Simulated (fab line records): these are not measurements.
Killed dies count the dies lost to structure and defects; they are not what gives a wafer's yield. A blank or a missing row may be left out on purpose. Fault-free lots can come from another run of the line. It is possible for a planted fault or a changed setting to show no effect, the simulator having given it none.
Which tool was responsible? + flow n5Finfet + 29 wafers from 10 lots sampled at 6 of the route's 1938 steps

WHAT EACH GAUGE READ, for each wafer
N5_BEOL_M3_THK_MEAS_53: measures by xrf. Usual: M3_THK typically reads 40.0 nm, with standard deviation 1.9.
| lot  | measured     | on           | M3_THK (nm)    | flag |
|------|--------------|--------------|----------------|------|
| L351 | day 8 11:37  | filmMetro-01 | 38.3 39.4 40.3 |      |
| L352 | day 8 19:25  | filmMetro-01 | 40.1 41.0 38.7 |      |
| L348 | day 9 01:43  | filmMetro-02 | 39.1 39.1 39.6 |      |
| L354 | day 9 09:22  | filmMetro-01 | 37.6 37.9 38.6 |      |
| L356 | day 9 15:38  | filmMetro-01 | 40.4 39.5 42.1 |      |
| L362 | day 11 21:37 | filmMetro-01 | 40.7 38.7      |      |
| L363 | day 12 03:07 | filmMetro-02 | 38.8 38.3 42.3 |      |
| L361 | day 12 06:56 | filmMetro-02 | 38.4 38.6 40.2 |      |
| L367 | day 13 03:23 | filmMetro-01 | 41.7 38.9 41.2 |      |
| L370 | day 13 22:21 | filmMetro-01 | 39.6 39.0 42.5 |      |

N5_BEOL_M3_RS_MEAS_58: measures by four-point-probe. Usual: M3_RS typically reads 0.67 ohm/sq, with standard deviation 0.038.
| lot  | measured     | on           | M3_RS (ohm/sq) | flag |
|------|--------------|--------------|----------------|------|
| L351 | day 8 11:53  | filmMetro-02 | 0.70 0.67 0.66 |      |
| L352 | day 8 19:42  | filmMetro-02 | 0.67 0.65 0.70 |      |
| L348 | day 9 02:02  | filmMetro-02 | 0.69 0.68 0.68 |      |
| L354 | day 9 09:37  | filmMetro-01 | 0.71 0.71 0.69 |      |
| L356 | day 9 15:57  | filmMetro-01 | 0.65 0.67 0.62 |      |
| L362 | day 11 21:52 | filmMetro-02 | 0.65 0.70      |      |
| L363 | day 12 03:22 | filmMetro-02 | 0.71 0.72 0.63 |      |
| L361 | day 12 07:12 | filmMetro-01 | 0.70 0.70 0.67 |      |
| L367 | day 13 03:41 | filmMetro-01 | 0.63 0.69 0.63 |      |
| L370 | day 13 22:37 | filmMetro-02 | 0.67 0.68 0.61 |      |

N5_BEOL_M4_OVL_MEAS_12. Usual: M4_OVL typically reads 0.0 nm, with standard deviation 0.59.
| lot  | measured     | on         | M4_OVL (nm)    | flag |
|------|--------------|------------|----------------|------|
| L351 | day 8 13:14  | overlay-02 | -0.7 0.0 -0.9  |      |
| L352 | day 8 22:03  | overlay-01 | -0.2 0.1 -0.1  |      |
| L348 | day 9 04:56  | overlay-01 | 0.1 1.2 0.0    |      |
| L354 | day 9 11:14  | overlay-02 | -0.4 -0.2 0.1  |      |
| L356 | day 9 19:06  | overlay-02 | 0.0 -0.4 -0.3  |      |
| L362 | day 11 23:23 | overlay-01 | 14.6 14.5      | OFF  |
| L363 | day 12 04:51 | overlay-01 | 14.6 15.1 14.8 | OFF  |
| L361 | day 12 08:01 | overlay-02 | -0.1 -0.7 0.0  |      |
| L367 | day 13 07:50 | overlay-02 | 0.1 -0.1 -0.3  |      |
| L370 | day 13 23:28 | overlay-02 | -0.1 0.2 0.1   |      |

N5_BEOL_M4_RC_MEAS_101. Usual: DIBL_N 37.1 mV/V, standard deviation 1.8; DIBL_P 37.2 mV/V, standard deviation 2.1; IOFF_N 0.17 nA/um, standard deviation 0.033; IOFF_P 0.22 nA/um, standard deviation 0.037; ION_N 680 uA/um, standard deviation 11; ION_P 464 uA/um, standard deviation 7.7; SS_N 71.7 mV/dec, standard deviation 0.63; SS_P 73.6 mV/dec, standard deviation 0.67; VT_N 248.9 mV, standard deviation 2.9; VT_P -251 mV, standard deviation 3.6.
| lot  | measured     | on        | DIBL_N (mV/V)  | DIBL_P (mV/V)  | IOFF_N (nA/um) | IOFF_P (nA/um) | ION_N (uA/um) | ION_P (uA/um) | SS_N (mV/dec)  | SS_P (mV/dec)  | VT_N (mV)         | VT_P (mV)      | flag |
|------|--------------|-----------|----------------|----------------|----------------|----------------|---------------|---------------|----------------|----------------|-------------------|----------------|------|
| L351 | day 8 22:56  | prober-02 | 38.7 35.8 34.1 | 40.6 36.7 33.8 | 0.22 0.14 0.12 | 0.26 0.18 0.15 | 701 676 667   | 473 455 454   | 72.0 71.4 71.0 | 74.6 73.2 72.5 | 242.9 251.4 251.3 | -248 -256 -256 |      |
| L352 | day 9 10:14  | prober-02 | 36.0 37.9 35.0 | 36.5 39.2 35.4 | 0.17 0.21 0.15 | 0.24 0.29 0.21 | 691 684 684   | 468 471 469   | 71.0 71.7 70.8 | 73.2 74.4 73.2 | 248.1 245.2 249.1 | -247 -246 -249 |      |
| L348 | day 9 21:03  | prober-02 | 37.9 38.6 38.9 | 37.9 38.6 40.7 | 0.17 0.19 0.21 | 0.20 0.22 0.26 | 671 677 713   | 454 459 480   | 72.0 72.0 71.7 | 73.3 73.4 73.4 | 250.8 247.7 244.9 | -250 -249 -249 |      |
| L354 | day 9 19:16  | prober-02 | 36.6 37.9 38.8 | 35.3 38.5 38.1 | 0.14 0.18 0.19 | 0.16 0.22 0.21 | 663 684 681   | 449 464 463   | 72.0 72.4 71.7 | 72.9 74.1 74.2 | 253.8 248.7 249.6 | -254 -253 -253 |      |
| L356 | day 10 03:49 | prober-01 | 37.7 37.6 34.5 | 37.9 37.6 35.4 | 0.15 0.16 0.11 | 0.19 0.18 0.15 | 665 673 655   | 458 454 452   | 71.3 71.9 70.6 | 74.0 72.9 73.1 | 251.8 252.4 255.9 | -255 -257 -258 |      |
| L362 | day 12 10:58 | prober-02 | 37.6 37.3      | 37.0 37.4      | 0.15 0.16      | 0.17 0.17      | 673 676       | 459 453       | 71.1 71.5      | 72.8 72.9      | 250.8 248.5       | -256 -256      |      |
| L363 | day 12 17:54 | prober-02 | 38.3 40.4 36.9 | 39.1 40.5 39.4 | 0.20 0.23 0.18 | 0.21 0.25 0.22 | 682 686 683   | 458 463 467   | 72.4 72.7 71.5 | 73.3 74.5 73.8 | 247.9 246.6 246.6 | -251 -248 -250 |      |
| L361 | day 12 19:37 | prober-02 | 38.4 40.1 35.5 | 37.8 40.3 35.3 | 0.18 0.21 0.12 | 0.22 0.27 0.19 | 676 688 671   | 461 474 467   | 70.8 71.5 70.7 | 73.7 74.3 73.8 | 247.8 247.0 252.9 | -251 -247 -252 |      |
| L367 | day 13 19:06 | prober-02 | 37.3 38.2 41.6 | 37.1 37.8 41.5 | 0.17 0.20 0.29 | 0.22 0.24 0.31 | 703 677 701   | 478 462 477   | 72.3 71.6 72.4 | 73.7 74.4 75.2 | 246.6 245.7 241.5 | -249 -250 -244 |      |
| L370 | day 14 10:52 | prober-02 | 39.5 40.7 37.4 | 39.0 38.9 35.8 | 0.18 0.21 0.16 | 0.24 0.24 0.20 | 664 678 680   | 463 461 461   | 71.9 73.2 71.3 | 73.9 74.5 73.8 | 249.3 247.9 250.8 | -248 -247 -250 |      |

EACH LOT AND THE TOOL THAT RAN IT (in order: tool; ch and the chambers of the sampled wafers; start)
| lot  | N5_BEOL_M3_CO_CAP_55            | N5_BEOL_M4_EXPOSE_08             |
|------|---------------------------------|----------------------------------|
| L351 | cvdCo-02 ch 0,1, day 8 11:42    | euvScanner-01 ch 0, day 8 13:05  |
| L352 | cvdCo-01 ch 0,1,2, day 8 19:30  | euvScanner-02 ch 0, day 8 21:53  |
| L348 | cvdCo-02 ch 0,1,2, day 9 01:51  | euvScanner-01 ch 0, day 9 04:46  |
| L354 | cvdCo-01 ch 0,1,2, day 9 09:26  | euvScanner-02 ch 0, day 9 11:04  |
| L356 | cvdCo-01 ch 1,2, day 9 15:46    | euvScanner-01 ch 0, day 9 18:56  |
| L362 | cvdCo-01 ch 0,1, day 11 21:41   | euvScanner-01 ch 0, day 11 23:14 |
| L363 | cvdCo-02 ch 0,2, day 12 03:11   | euvScanner-01 ch 0, day 12 04:41 |
| L361 | cvdCo-02 ch 0,2, day 12 07:01   | euvScanner-02 ch 0, day 12 07:52 |
| L367 | cvdCo-02 ch 0,1,2, day 13 03:28 | euvScanner-02 ch 0, day 13 07:41 |
| L370 | cvdCo-01 ch 0,1,2, day 13 22:26 | euvScanner-02 ch 0, day 13 23:19 |
- N5_BEOL_M3_CO_CAP_55: material Co, precursor CCTBA/H2, target thk 2 nm, time 102.1 s.
- N5_BEOL_M4_EXPOSE_08: exposes mask M4.

AS READ BY THE TOOLS THEMSELVES (means over the sampled wafers that have a number; for cases with no such wafer, the mark the record gives instead)
N5_BEOL_M3_CO_CAP_55. Usual: heaterPowerW reads 247 W (standard deviation 23).
| lot  | tool     | heaterPowerW (W) | flag |
|------|----------|------------------|------|
| L351 | cvdCo-02 | 257              |      |
| L352 | cvdCo-01 | 251              |      |
| L348 | cvdCo-02 | 240              |      |
| L354 | cvdCo-01 | 254              |      |
| L356 | cvdCo-01 | 261              |      |
| L362 | cvdCo-01 | 262              |      |
| L363 | cvdCo-02 | 219              |      |
| L361 | cvdCo-02 | 221              |      |
| L367 | cvdCo-02 | 241              |      |
| L370 | cvdCo-01 | 256              |      |

N5_BEOL_M4_EXPOSE_08. Usual: exposureDoseMJCm2 41.5, standard deviation 0.3; reticleTempC 22.98 C, standard deviation 0.098.
| lot  | tool          | exposureDoseMJCm2 | reticleTempC (C) | flag |
|------|---------------|-------------------|------------------|------|
| L351 | euvScanner-01 | 41.2              | 23.08            |      |
| L352 | euvScanner-02 | 41.8              | 22.99            |      |
| L348 | euvScanner-01 | 41.2              | 22.95            |      |
| L354 | euvScanner-02 | 41.8              | 23.00            |      |
| L356 | euvScanner-01 | 41.2              | 22.93            |      |
| L362 | euvScanner-01 | 41.2              | 23.02            |      |
| L363 | euvScanner-01 | 41.3              | 22.94            |      |
| L361 | euvScanner-02 | 41.8              | 22.89            |      |
| L367 | euvScanner-02 | 41.8              | 23.06            |      |
| L370 | euvScanner-02 | 41.9              | 22.98            |      |

THE ANSWER, worked out from the rows above alone
Rule: a lot is off if the mean of its wafers that have a number lies more than 3 standard deviations from the usual mean. Also off: a lot with no number at a reading for which 4 or more lots have one. Where the step has rows for the other lots, those lots are counted as sound. The gauges are gone through in route order, then the tools' own readings, and for those a lot's mean is taken as printed above. The first step at which some lot is off is used, and at that step the reading that is off furthest; a lot without a number counts as furthest.
Off: L362, L363, at N5_BEOL_M4_OVL_MEAS_12 (M4_OVL).
If a tool, at a process step before that reading, ran all the lots that are off and no sound lot after the first of them, it fits. The gauges at N5_BEOL_M4_OVL_MEAS_12 are tried like those tools. Undecided on this evidence; 2 tools fit (euvScanner-01 at N5_BEOL_M4_EXPOSE_08, overlay-01 at N5_BEOL_M4_OVL_MEAS_12).

WHAT THE SIMULATOR HAD PUT IN
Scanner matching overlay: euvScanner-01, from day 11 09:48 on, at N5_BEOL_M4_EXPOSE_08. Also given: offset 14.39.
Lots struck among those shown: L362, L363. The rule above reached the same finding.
